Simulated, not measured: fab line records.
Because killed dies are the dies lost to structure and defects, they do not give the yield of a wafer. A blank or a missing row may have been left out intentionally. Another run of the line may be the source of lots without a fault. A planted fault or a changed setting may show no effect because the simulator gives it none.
Which of the tools did it? | flow nand-harc | 15 lots, 45 wafers sampled, at 1 step of a route of 1302

WHAT THE GAUGES SHOWED, per wafer
NHARC_A_CONTACT_INSPECT_44.
lot  | measured     | on                | raw-defect-count
L883 | day 20 15:29 | defect-inspect-02 | 113 136 116
L885 | day 21 04:01 | defect-inspect-02 | 88 94 80
L888 | day 22 10:52 | defect-inspect-02 | 96 106 98
L886 | day 22 11:01 | defect-inspect-01 | 95 94 83
L887 | day 22 15:04 | defect-inspect-01 | 25 26 19
L890 | day 23 20:47 | defect-inspect-02 | 64 55 71
L892 | day 24 10:55 | defect-inspect-02 | 71 59 80
L893 | day 24 14:05 | defect-inspect-01 | 107 81 73
L894 | day 24 23:11 | defect-inspect-01 | 54 55 52
L895 | day 25 06:47 | defect-inspect-02 | 73 57 74
L900 | day 27 15:58 | defect-inspect-01 | 74 79 75
L901 | day 27 16:08 | defect-inspect-02 | 109 93 105
L903 | day 29 00:38 | defect-inspect-02 | 80 75 81
L902 | day 29 01:23 | defect-inspect-01 | 78 69 69
L904 | day 30 04:40 | defect-inspect-01 | 51 43 49

WHAT TOOL EACH LOT RAN ON (gives the tool, then ch and the chambers of the sampled wafers, and finally the start)
The record shows no process step preceding these readings.

AS READ BY THE TOOLS THEMSELVES (means over the sampled wafers that have a number; for cases with no such wafer, the mark the record gives instead)
The record holds no such reading with a usual standard deviation.

THE ANSWER, worked out from the rows above alone
Rule: usual is defined by the lots themselves. Put in order of their means at a reading, lots are off if they are a third of the lots or fewer, leave a main group of 4 or more, and stand apart from it by a gap of 3 or more times the standard deviation of the main group's means; of several such gaps the widest counts. The tables above print the reading to a certain number of digits; a main group whose means all agree to those digits is not used. A lot without any number at a reading at which 4 lots or more have one is off too. All remaining lots with rows at the step are treated as sound. The gauges are gone through in route order, then the tools' own readings, and for those a lot's mean is taken as printed above. At the first step where some lot is off, the reading lying furthest off is the one used; lots without a number count as furthest.
No lot is off at any reading shown: from this, nothing can be told.

WHAT HAD BEEN PUT IN BY THE SIMULATOR
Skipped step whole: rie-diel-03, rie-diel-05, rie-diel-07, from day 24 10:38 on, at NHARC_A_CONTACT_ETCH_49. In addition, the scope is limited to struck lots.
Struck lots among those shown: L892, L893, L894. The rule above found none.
